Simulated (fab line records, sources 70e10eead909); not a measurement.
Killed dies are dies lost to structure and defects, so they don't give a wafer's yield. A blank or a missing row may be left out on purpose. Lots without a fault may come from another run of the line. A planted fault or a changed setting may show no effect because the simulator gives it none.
fab line records | flow nand_harc
record lots=24 wafers=72 last_day=33
route steps=1302 shown P_ZERO_WELL@67 P_GATE@131 P_CONTACT@233 P_M2@339
lots that met no fault: from a run of the same line without faults
start_h: hours from the record's first day to the start of the lot's first wafer shown | wait_h: hours since the lot's step before | " the same as in the row above | L1.1+2: a row that stands for several wafers | - no value, or no start given | * or withheld: withheld | < > ~ a bound
route shown NAME@n: a module of which the file shows steps, and the number in the route of the first | usual: mean/standard deviation of fault-free wafers | same: alike in all rows | chamber/n: place in a boat | sites: the reading at each site | _std_site: their standard deviation | _edge_site: outer sites' mean less inner sites' | radius_mm: how far each site lies from the wafer's centre | mask NAME#n: copy n | behind: the tool/chamber that last shaped the wafer | hold: why the lot was held/for how many hours/how that ended | device: the transistor (n, p or np) that didn't switch | end of line: the same wafers' tests at the end of the route | a step without rows: its recipe alone | killed: dies lost to structure and defects at the first sort, not the wafer's yield | map: a wafer's dies, x killed, . not, _ none there
set.NAME: the setting as run; set.NAME@STEP: as run at that earlier step | model.NAME: the simulator's own value behind a step, which no gauge read
steps of the route over a sample of lots; a table a step, a row a wafer
services: from which hour (start_h, from the record's first day; less than 0 if before it) a tool's chamber was out of use, for how many hours, and why
## steps
# step NHARC_P_ZERO_WELL_RTA_42
# recipe temp_c=1100 time_s=300
# usual lamp_power_pct=32.7/2.9 wafer_temp_C_max=1104.1/1.2
# columns lot.wafer tool chamber start_h wait_h lamp_power_pct wafer_temp_C_max
L074.2 rtp_anneal-02 0 27.00 - 30.0 1104.5
L074.3 " 0 " " 30.0 1104.0
L074.6 " 0 " " 30.0 1104.7
L075.4 rtp_anneal-01 0 37.36 - 35.8 1103.0
L075.5 " 0 " " 35.9 1103.5
L075.6 " 0 " " 35.8 1103.6
L076.2 rtp_anneal-01 0 46.86 - 35.8 1103.0
L076.3 " 0 " " 35.9 1103.0
L076.6 " 0 " " 35.9 1103.8
L077.2 rtp_anneal-01 0 57.61 - 35.9 1103.4
L077.4 " 0 " " 35.9 1102.6
L077.5 " 0 " " 35.8 1103.0
L078.1 rtp_anneal-02 0 66.92 - 30.0 1104.1
L078.3 " 0 " " 30.0 1104.4
L078.6 " 0 " " 30.0 1105.1
L079.1 rtp_anneal-02 0 76.97 - 30.0 1104.7
L079.4 " 0 " " 30.0 1106.9
L079.5 " 0 " " 30.0 1103.8
L080.1 rtp_anneal-02 0 86.92 - 30.0 1104.4
L080.2 " 0 " " 30.0 1105.2
L080.4 " 0 " " 29.9 1104.2
L081.2 rtp_anneal-02 0 97.17 - 30.0 1104.7
L081.3 " 0 " " 29.9 1105.7
L081.4 " 0 " " 29.9 1104.2
L082.1 rtp_anneal-02 0 106.65 - 29.9 1104.2
L082.3 " 0 " " 29.9 1105.2
L082.5 " 0 " " 29.9 1105.6
L083.3 rtp_anneal-01 0 116.86 - 35.9 1103.1
L083.5 " 0 " " 35.8 1103.6
L083.6 " 0 " " 35.8 1102.2
L084.2 rtp_anneal-02 0 126.84 - 30.0 1103.9
L084.3 " 0 " " 30.0 1105.1
L084.6 " 0 " " 30.0 1104.9
L085.2 rtp_anneal-01 0 138.37 - 35.8 1103.3
L085.4 " 0 " " 35.9 1103.7
L085.5 " 0 " " 35.8 1104.5
L086.3 rtp_anneal-01 0 147.45 - 35.9 1103.8
L086.5 " 0 " " 35.8 1102.6
L086.6 " 0 " " 35.8 1102.3
L087.1 rtp_anneal-02 0 156.62 - 30.1 1103.6
L087.5 " 0 " " 30.0 1106.5
L087.6 " 0 " " 30.0 1106.1
L088.2 rtp_anneal-02 0 167.02 - 30.1 1104.6
L088.3 " 0 " " 30.0 1104.9
L088.6 " 0 " " 30.0 1104.3
L089.1 rtp_anneal-02 0 177.42 - 30.0 1105.1
L089.5 " 0 " " 30.1 1105.7
L089.6 " 0 " " 30.0 1105.4
L090.1 rtp_anneal-01 0 186.90 - 35.8 1102.8
L090.2 " 0 " " 35.8 1102.5
L090.5 " 0 " " 35.9 1103.0
L091.2 rtp_anneal-01 0 196.99 - 35.8 1104.1
L091.4 " 0 " " 35.8 1103.4
L091.5 " 0 " " 35.8 1102.6
L092.1 rtp_anneal-02 0 206.98 - 30.0 1105.2
L092.3 " 0 " " 30.0 1104.4
L092.5 " 0 " " 30.1 1104.9
L093.1 rtp_anneal-02 0 217.03 - 30.1 1105.3
L093.2 " 0 " " 30.0 1105.2
L093.4 " 0 " " 30.0 1104.8
L094.1 rtp_anneal-01 0 226.57 - 35.9 1102.4
L094.2 " 0 " " 35.9 1103.1
L094.3 " 0 " " 35.8 1102.5
L095.1 rtp_anneal-01 0 237.28 - 35.9 1103.2
L095.3 " 0 " " 35.9 1103.2
L095.4 " 0 " " 35.9 1102.5
L096.2 rtp_anneal-02 0 247.27 - 30.0 1105.8
L096.4 " 0 " " 30.0 1106.8
L096.6 " 0 " " 30.1 1106.2
L097.1 rtp_anneal-01 0 257.19 - 35.8 1103.4
L097.3 " 0 " " 35.9 1104.8
L097.4 " 0 " " 35.9 1102.8
# step NHARC_P_GATE_HM_DEP_102
# recipe target_thk_a=1200 temp_c=400 material=aC
# usual throttle_valve_pct=35.001/0.011
# columns lot.wafer tool chamber start_h wait_h throttle_valve_pct
L074.2 acl_dep-02 0 93.42 3.1 34.981
L074.3 " 0 " " 35.005
L074.6 " 0 " " 35.004
L075.4 acl_dep-01 0 104.52 1.4 34.999
L075.5 " 0 " " 34.994
L075.6 " 0 " " 35.021
L076.2 acl_dep-01 0 113.68 0.5 35.013
L076.3 " 0 " " 35.000
L076.6 " 0 " " 35.008
L077.2 acl_dep-01 0 127.67 2.8 35.000
L077.4 " 0 " " 35.005
L077.5 " 0 " " 34.980
L078.1 acl_dep-03 0 139.29 0.4 34.982
L078.3 " 0 " " 35.004
L078.6 " 0 " " 35.000
L079.1 acl_dep-02 0 146.41 0.4 34.993
L079.4 " 0 " " 34.996
L079.5 " 0 " " 35.012
L080.1 acl_dep-01 0 157.06 2.4 34.999
L080.2 " 0 " " 34.997
L080.4 " 0 " " 35.014
L081.2 acl_dep-01 0 173.04 1.5 35.017
L081.3 " 0 " " 34.994
L081.4 " 0 " " 34.983
L082.1 acl_dep-02 0 180.47 0.7 35.007
L082.3 " 0 " " 35.010
L082.5 " 0 " " 35.003
L083.3 acl_dep-02 0 191.07 3.5 34.996
L083.5 " 0 " " 35.006
L083.6 " 0 " " 34.989
L084.2 acl_dep-02 0 207.00 7.9 35.011
L084.3 " 0 " " 34.993
L084.6 " 0 " " 35.012
L085.2 acl_dep-03 0 208.30 4.1 35.004
L085.4 " 0 " " 35.021
L085.5 " 0 " " 35.006
L086.3 acl_dep-02 0 222.21 0.8 35.003
L086.5 " 0 " " 34.993
L086.6 " 0 " " 35.009
L087.1 acl_dep-02 0 240.16 0.4 35.006
L087.5 " 0 " " 35.011
L087.6 " 0 " " 34.979
L089.1 acl_dep-03 0 240.16 0.4 34.989
L089.5 " 0 " " 35.003
L089.6 " 0 " " 34.999
L088.2 acl_dep-01 0 240.26 0.5 35.018
L088.3 " 0 " " 35.006
L088.6 " 0 " " 35.000
L090.1 acl_dep-01 0 250.05 0.4 34.992
L090.2 " 0 " " 35.000
L090.5 " 0 " " 35.005
L091.2 acl_dep-02 0 261.87 0.5 35.011
L091.4 " 0 " " 34.993
L091.5 " 0 " " 35.000
L092.1 acl_dep-01 0 272.85 2.4 34.989
L092.3 " 0 " " 35.015
L092.5 " 0 " " 35.003
L093.1 acl_dep-01 0 290.63 3.0 34.987
L093.2 " 0 " " 35.015
L093.4 " 0 " " 34.999
L094.1 acl_dep-01 0 293.47 0.4 35.003
L094.2 " 0 " " 34.994
L094.3 " 0 " " 35.018
L095.1 acl_dep-01 0 305.15 0.5 35.017
L095.3 " 0 " " 35.013
L095.4 " 0 " " 35.007
L097.1 acl_dep-03 0 324.54 1.0 35.001
L097.3 " 0 " " 35.015
L097.4 " 0 " " 35.007
L096.2 acl_dep-03 0 325.28 1.8 34.992
L096.4 " 0 " " 35.008
L096.6 " 0 " " 34.996
# step NHARC_P_GATE_STRIP_113
# recipe power_w=1500 temp_c=110 time_s=740 chemistry=N2/H2
# usual drypump_motor_current_A=5.3/0.41 heater_power_w=87/5.9
# columns lot.wafer tool chamber start_h wait_h drypump_motor_current_A heater_power_w rf_hours_counter_h
L074.2 plasma_asher-01 0 111.08 0.4 5.7 82 25
L074.3 " 1 " " 4.6 87 -
L074.6 " 1 " " 4.6 86 -
L075.4 plasma_asher-02 1 124.04 0.3 5.4 94 -
L075.5 " 1 " " 5.4 99 -
L075.6 " 0 " " 5.4 86 -
L076.2 plasma_asher-02 0 131.02 0.3 5.4 85 9
L076.3 " 1 " " 5.4 93 -
L076.6 " 1 " " 5.4 100 -
L077.2 plasma_asher-02 1 144.87 0.2 5.4 99 11
L077.4 " 0 " " 5.4 84 -
L077.5 " 0 " " 5.4 86 -
L078.1 plasma_asher-01 0 156.94 0.2 5.7 79 32
L078.3 " 1 " " 4.6 88 -
L078.6 " 1 " " 4.6 88 -
L079.1 plasma_asher-01 0 164.05 0.3 5.7 81 34
L079.4 " 1 " " 4.6 87 -
L079.5 " 1 " " 4.6 87 -
L080.2 plasma_asher-01 0 177.04 0.2 5.7 83 37
L080.1 " 1 " " 4.6 85 37
L080.4 " 0 " " 5.6 84 -
L081.2 plasma_asher-01 0 190.09 0.2 5.7 85 0
L081.3 " 0 " " 5.7 82 -
L081.4 " 1 " " 4.6 85 -
L082.1 plasma_asher-02 0 197.86 0.3 5.4 82 23
L082.3 " 0 " " 5.4 85 -
L082.5 " 0 " " 5.4 87 -
L083.3 plasma_asher-01 1 208.33 0.4 4.6 85 -
L083.6 " 1 " " 4.6 85 -
L083.5 " 0 " " 5.7 83 -
L084.2 plasma_asher-01 1 224.37 0.2 4.6 84 6
L084.3 " 0 " " 5.7 81 -
L084.6 " 0 " " 5.7 84 -
L085.2 plasma_asher-02 1 225.60 0.2 5.4 99 28
L085.4 " 1 " " 5.4 95 -
L085.5 " 0 " " 5.4 83 -
L086.3 plasma_asher-02 1 239.51 0.4 5.4 98 -
L086.6 " 1 " " 5.4 100 -
L086.5 " 0 " " 5.3 85 -
L088.2 plasma_asher-01 0 257.70 0.3 5.7 81 13
L088.3 " 0 " " 5.7 83 -
L088.6 " 1 " " 4.6 85 -
L087.1 plasma_asher-01 0 258.76 0.7 5.7 82 14
L087.6 " 1 " " 4.6 83 -
L087.5 " 0 " " 5.7 82 -
L089.1 plasma_asher-01 1 263.92 0.3 4.6 84 16
L089.6 " 0 " " 5.7 82 -
L089.5 " 1 " " 4.6 84 -
L090.1 plasma_asher-02 1 267.34 0.2 5.4 100 4
L090.2 " 0 " " 5.4 89 4
L090.5 " 1 " " 5.4 95 -
L091.2 plasma_asher-01 1 279.17 0.3 4.6 85 18
L091.4 " 0 " " 5.7 81 -
L091.5 " 1 " " 4.6 84 -
L092.1 plasma_asher-02 1 292.44 0.3 5.4 97 10
L092.3 " 0 " " 5.4 89 -
L092.5 " 1 " " 5.4 97 -
L093.2 plasma_asher-01 0 309.82 0.2 5.7 84 24
L093.1 " 1 " " 4.6 85 24
L093.4 " 0 " " 5.7 83 -
L094.2 plasma_asher-02 1 310.82 0.2 5.4 99 14
L094.1 " 0 " " 5.4 89 14
L094.3 " 1 " " 5.5 99 -
L095.1 plasma_asher-01 0 324.81 0.3 5.7 82 26
L095.4 " 1 " " 4.6 82 -
L095.3 " 0 " " 5.7 83 -
L097.1 plasma_asher-01 1 342.06 0.2 4.6 81 29
L097.4 " 1 " " 4.6 85 -
L097.3 " 0 " " 5.7 82 -
L096.2 plasma_asher-02 1 342.87 0.3 5.4 99 20
L096.4 " 1 " " 5.4 97 -
L096.6 " 1 " " 5.4 99 -
# step NHARC_P_GATE_STRIP_95
# recipe power_w=1500 temp_c=250 chemistry=O2
# usual drypump_motor_current_A=5.3/0.41 heater_power_w=327/23
# columns lot.wafer tool chamber start_h wait_h drypump_motor_current_A heater_power_w rf_hours_counter_h
L074.2 plasma_asher-01 0 111.80 0.6 5.7 309 25
L074.3 " 1 " " 4.6 330 -
L074.6 " 1 " " 4.6 325 -
L075.4 plasma_asher-02 1 124.53 0.4 5.4 364 -
L075.5 " 1 " " 5.4 372 -
L075.6 " 0 " " 5.4 325 -
L076.2 plasma_asher-02 0 131.63 0.5 5.4 313 9
L076.3 " 1 " " 5.4 369 -
L076.6 " 1 " " 5.4 363 -
L077.2 plasma_asher-02 1 145.59 0.6 5.4 379 12
L077.4 " 0 " " 5.4 322 -
L077.5 " 0 " " 5.3 324 -
L078.1 plasma_asher-01 0 157.66 0.6 5.7 305 33
L078.3 " 1 " " 4.6 326 -
L078.6 " 1 " " 4.6 321 -
L079.1 plasma_asher-01 0 164.66 0.5 5.7 304 35
L079.4 " 1 " " 4.6 332 -
L079.5 " 1 " " 4.6 329 -
L080.2 plasma_asher-01 0 177.74 0.6 5.7 311 38
L080.1 " 1 " " 4.7 323 38
L080.4 " 0 " " 5.7 303 -
L081.2 plasma_asher-01 0 190.82 0.6 5.7 308 1
L081.3 " 0 " " 5.7 306 -
L081.4 " 1 " " 4.6 311 -
L082.1 plasma_asher-02 0 198.47 0.5 5.3 317 24
L082.3 " 0 " " 5.4 305 -
L082.5 " 0 " " 5.4 322 -
L083.3 plasma_asher-01 1 208.83 0.4 4.7 314 -
L083.6 " 1 " " 4.7 325 -
L083.5 " 0 " " 5.7 307 -
L084.2 plasma_asher-01 1 225.08 0.6 4.6 321 6
L084.3 " 0 " " 5.7 310 -
L084.6 " 0 " " 5.7 298 -
L085.2 plasma_asher-02 1 226.32 0.6 5.4 366 28
L085.4 " 1 " " 5.4 361 -
L085.5 " 0 " " 5.3 323 -
L086.3 plasma_asher-02 1 240.00 0.4 5.4 374 -
L086.6 " 1 " " 5.4 370 -
L086.5 " 0 " " 5.4 317 -
L088.2 plasma_asher-01 0 258.31 0.5 5.7 310 13
L088.3 " 0 " " 5.6 316 -
L088.6 " 1 " " 4.6 309 -
L087.1 plasma_asher-01 0 259.36 0.5 5.7 305 14
L087.6 " 1 " " 4.7 315 -
L087.5 " 0 " " 5.7 312 -
L089.1 plasma_asher-01 1 264.53 0.5 4.6 319 17
L089.6 " 0 " " 5.7 305 -
L089.5 " 1 " " 4.6 319 -
L090.1 plasma_asher-02 1 268.06 0.6 5.5 372 5
L090.2 " 0 " " 5.4 329 5
L090.5 " 1 " " 5.4 377 -
L091.2 plasma_asher-01 1 279.79 0.5 4.6 312 19
L091.4 " 0 " " 5.7 311 -
L091.5 " 1 " " 4.6 315 -
L092.1 plasma_asher-02 1 293.05 0.5 5.5 367 11
L092.3 " 0 " " 5.4 335 -
L092.5 " 1 " " 5.4 366 -
L093.2 plasma_asher-01 0 310.54 0.6 5.7 315 25
L093.1 " 1 " " 4.7 312 25
L093.4 " 0 " " 5.7 314 -
L094.2 plasma_asher-02 1 311.53 0.6 5.4 372 15
L094.1 " 0 " " 5.4 334 15
L094.3 " 1 " " 5.5 369 -
L095.1 plasma_asher-01 0 325.42 0.5 5.7 306 27
L095.4 " 1 " " 4.6 317 -
L095.3 " 0 " " 5.7 307 -
L097.1 plasma_asher-01 1 342.78 0.6 4.7 318 30
L097.4 " 1 " " 4.6 313 -
L097.3 " 0 " " 5.7 310 -
L096.2 plasma_asher-02 1 343.48 0.5 5.4 365 21
L096.4 " 1 " " 5.4 371 -
L096.6 " 1 " " 5.4 367 -
# step NHARC_P_CONTACT_OVL_MEAS_13
# usual overlay_x_nm=0.0/0.77 overlay_y_nm=0.1/0.97
# columns lot.wafer tool chamber start_h wait_h overlay_x_nm overlay_y_nm
L074.2 overlay-02 - 115.33 - -0.4 -1.7
L074.3 " - " " -0.3 -1.4
L074.6 " - " " -0.2 -1.7
L075.4 overlay-02 - 127.97 - -0.1 -0.2
L075.5 " - " " 0.0 0.1
L075.6 " - " " 0.2 -0.1
L076.2 overlay-01 - 135.01 - -0.8 0.2
L076.3 " - " " -1.1 -0.1
L076.6 " - " " -0.6 -0.2
L077.2 overlay-02 - 149.11 - 0.8 1.8
L077.4 " - " " 1.1 1.7
L077.5 " - " " 0.9 1.5
L078.1 overlay-02 - 161.13 - -1.1 -0.4
L078.3 " - " " -1.2 -1.3
L078.6 " - " " -1.8 -0.9
L079.1 overlay-01 - 168.18 - -0.1 -1.1
L079.4 " - " " 0.2 -0.9
L079.5 " - " " 0.1 -0.7
L080.1 overlay-01 - 181.28 - 0.0 1.1
L080.2 " - " " -0.1 0.8
L080.4 " - " " 0.5 0.6
L081.2 overlay-02 - 194.24 - -0.7 0.3
L081.3 " - " " 0.3 0.1
L081.4 " - " " 0.4 0.8
L082.1 overlay-02 - 201.98 - 0.7 -0.3
L082.3 " - " " 0.7 -0.4
L082.5 " - " " -0.2 -0.3
L083.3 overlay-02 - 212.32 - -1.2 -0.5
L083.5 " - " " -1.0 -0.6
L083.6 " - " " -0.7 -0.7
L084.2 overlay-02 - 228.61 - -0.7 1.0
L084.3 " - " " -0.5 1.9
L084.6 " - " " -0.4 1.8
L085.2 overlay-01 - 230.05 - 0.6 0.7
L085.4 " - " " 1.0 0.8
L085.5 " - " " 0.6 0.9
L086.3 overlay-01 - 243.38 - 1.0 0.4
L086.5 " - " " 0.7 0.5
L086.6 " - " " 1.2 0.6
L088.2 overlay-02 - 261.93 - 1.1 -0.9
L088.3 " - " " 0.4 -0.1
L088.6 " - " " 0.6 -0.7
L087.1 overlay-02 - 262.88 - -0.5 0.7
L087.5 " - " " -0.4 0.8
L087.6 " - " " 0.1 0.8
L089.1 overlay-02 - 267.92 - 0.6 -0.6
L089.5 " - " " -0.5 -0.2
L089.6 " - " " 0.5 -0.4
L090.1 overlay-01 - 271.59 - 0.7 1.6
L090.2 " - " " 0.3 1.7
L090.5 " - " " 0.3 1.2
L091.2 overlay-02 - 283.25 - -0.7 -0.4
L091.4 " - " " -0.4 0.0
L091.5 " - " " -0.8 -0.2
L092.1 overlay-02 - 296.56 - 0.7 0.7
L092.3 " - " " 0.9 0.3
L092.5 " - " " 1.1 0.6
L093.1 overlay-01 - 314.07 - 0.6 0.7
L093.2 " - " " -0.2 1.0
L093.4 " - " " 0.0 0.8
L094.1 overlay-01 - 314.94 - -1.5 0.3
L094.2 " - " " -1.6 0.7
L094.3 " - " " -1.1 0.5
L095.1 overlay-01 - 328.94 - 0.5 0.8
L095.3 " - " " 0.1 0.7
L095.4 " - " " 0.8 0.9
L097.1 overlay-02 - 346.16 - 0.5 -0.5
L097.3 " - " " 0.7 -0.8
L097.4 " - " " 0.4 -0.9
L096.2 overlay-02 - 347.04 - -0.8 -1.6
L096.4 " - " " -0.4 -2.0
L096.6 " - " " -1.0 -1.1
# step NHARC_P_M2_PRE_CLEAN_30
# recipe time_s=30 temp_c=280 gas=H2/He
# usual heater_power_w=396/41
# columns lot.wafer tool chamber start_h wait_h heater_power_w
L074.3 pvd_sputter-01 - - - 454
L074.2 " - " " 438
L074.6 " - " " 427
L075.4 pvd_sputter-02 - - - 358
L075.6 " - " " 362
L075.5 " - " " 399
L076.2 pvd_sputter-01 - - - 452
L076.3 " - " " 446
L076.6 " - " " 351
L077.2 pvd_sputter-03 - - - 402
L077.4 " - " " 346
L077.5 " - " " 400
L078.1 pvd_sputter-02 - - - 394
L078.3 " - " " 371
L078.6 " - " " 404
L079.1 pvd_sputter-01 - - - 354
L079.4 " - " " 450
L079.5 " - " " 452
L080.1 pvd_sputter-03 - - - 408
L080.4 " - " " 397
L080.2 " - " " 357
L081.4 pvd_sputter-03 - - - 368
L081.2 " - " " 418
L081.3 " - " " 393
L082.1 pvd_sputter-01 - - - 356
L082.3 " - " " 426
L082.5 " - " " 347
L083.3 pvd_sputter-03 - 226.09 - 413
L083.5 " - " " 315
L083.6 " - " " 347
L084.2 pvd_sputter-01 - - - 438
L084.3 " - " " 367
L084.6 " - " " 434
L085.4 pvd_sputter-02 - - - 358
L085.2 " - " " 370
L085.5 " - " " 383
L086.3 pvd_sputter-01 - - - 439
L086.5 " - " " 368
L086.6 " - " " 432
L088.2 pvd_sputter-02 - - - 390
L088.3 " - " " 367
L088.6 " - " " 370
L087.1 pvd_sputter-03 - - - 361
L087.6 " - " " 409
L087.5 " - " " 317
L089.1 pvd_sputter-03 - - - 363
L089.5 " - " " 318
L089.6 " - " " 362
L090.2 pvd_sputter-01 - - - 442
L090.1 " - " " 445
L090.5 " - " " 452
L091.4 pvd_sputter-02 - - - 366
L091.2 " - " " 350
L091.5 " - " " 337
L092.3 pvd_sputter-01 - - - 430
L092.1 " - " " 450
L092.5 " - " " 446
L093.1 pvd_sputter-03 - - - 359
L093.2 " - " " 397
L093.4 " - " " 322
L094.1 pvd_sputter-01 - - - 440
L094.2 " - " " 372
L094.3 " - " " 449
L095.4 pvd_sputter-01 - - - 443
L095.1 " - " " 446
L095.3 " - " " 376
L097.4 pvd_sputter-01 - - - 364
L097.1 " - " " 446
L097.3 " - " " 443
L096.2 pvd_sputter-02 - - - 366
L096.4 " - " " 400
L096.6 " - " " 378
## services
# columns tool chamber start_h hours kind
acl_dep-01 - 7.72 13.0 pm
rtp_anneal-02 - 12.06 12.0 pm
pvd_sputter-02 - 42.57 11.2 repair
pvd_sputter-01 - 48.00 10.0 pm
acl_dep-02 - 61.75 13.0 pm
plasma_asher-02 - 72.39 9.0 pm
pvd_sputter-03 - 96.19 0.7 repair
pvd_sputter-02 - 104.02 10.0 pm
pvd_sputter-03 - 110.19 2.2 repair
pvd_sputter-03 - 170.00 10.0 pm
plasma_asher-01 - 178.44 9.0 pm
pvd_sputter-02 - 185.45 1.8 repair
acl_dep-01 - 188.90 13.0 pm
plasma_asher-02 - 206.38 2.4 repair
plasma_asher-02 - 212.58 2.8 repair
pvd_sputter-02 - 239.15 0.5 repair
acl_dep-02 - 244.04 13.0 pm
plasma_asher-02 - 249.39 9.0 pm
pvd_sputter-03 - 252.23 9.5 repair
plasma_asher-01 - 266.46 5.2 repair
pvd_sputter-01 - 315.18 2.0 repair
pvd_sputter-03 - 324.24 1.3 repair
pvd_sputter-03 - 348.06 10.0 pm
plasma_asher-01 - 355.47 9.0 pm
## key
fault none
